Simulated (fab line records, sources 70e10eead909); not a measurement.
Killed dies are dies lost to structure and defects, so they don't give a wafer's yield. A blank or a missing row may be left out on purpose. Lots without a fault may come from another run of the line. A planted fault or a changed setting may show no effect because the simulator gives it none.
Chamber matching | flow nand_harc | NHARC_A_WL_FILL_ALD_10 on ald_hk-03: 4 sister chambers
The step deposits SiO2, target thk 50 nm, pulse time 10 s, ald cycles 500. 4 wafers are shown with their chamber, then 12 later ones without.

WAFERS WITH THEIR CHAMBER
wafer  | chamber | heater_power_w (W)
L080.4 | 3       | 463
L087.1 | 0       | 568
L087.5 | 1       | 504
L087.6 | 2       | 461

WAFERS WITHOUT THEIR CHAMBER
wafer  | heater_power_w (W)
L088.3 | 455
L088.5 | 503
L088.6 | 572
L091.2 | 499
L091.4 | 576
L091.5 | 453
L092.2 | 463
L092.3 | 447
L092.1 | 503
L097.4 | 577
L097.6 | 451
L097.5 | 576

WHICH CHAMBER EACH WENT THROUGH
wafer  | from the rows above     | in truth
L088.3 | can't be placed: 2 or 3 | 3
L088.5 | 1                       | 1
L088.6 | 0                       | 0
L091.2 | 1                       | 1
L091.4 | 0                       | 0
L091.5 | can't be placed: 2 or 3 | 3
L092.2 | can't be placed: 3 or 2 | 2
L092.3 | can't be placed: 2 or 3 | 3
L092.1 | 1                       | 1
L097.4 | 0                       | 0
L097.6 | can't be placed: 2 or 3 | 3
L097.5 | 0                       | 0
Placed correctly: 7 of 12. Can't be placed from these rows: 5 (the true chamber is among the candidates in 5). Placed wrongly: 0.
How it was worked out, from the rows above alone: a wafer's distance from a chamber is the root of the sum, over the readings, of the square of ((its reading less the chamber's mean) divided by the reading's scatter). The wafer belongs to the nearest chamber; if the next one is less than 2 further off, it can't be placed. A chamber's mean is the mean of its shown wafers. The scatter: with one shown wafer a chamber, the root of the mean of the squares of how far each hidden wafer lies from its nearest shown one.
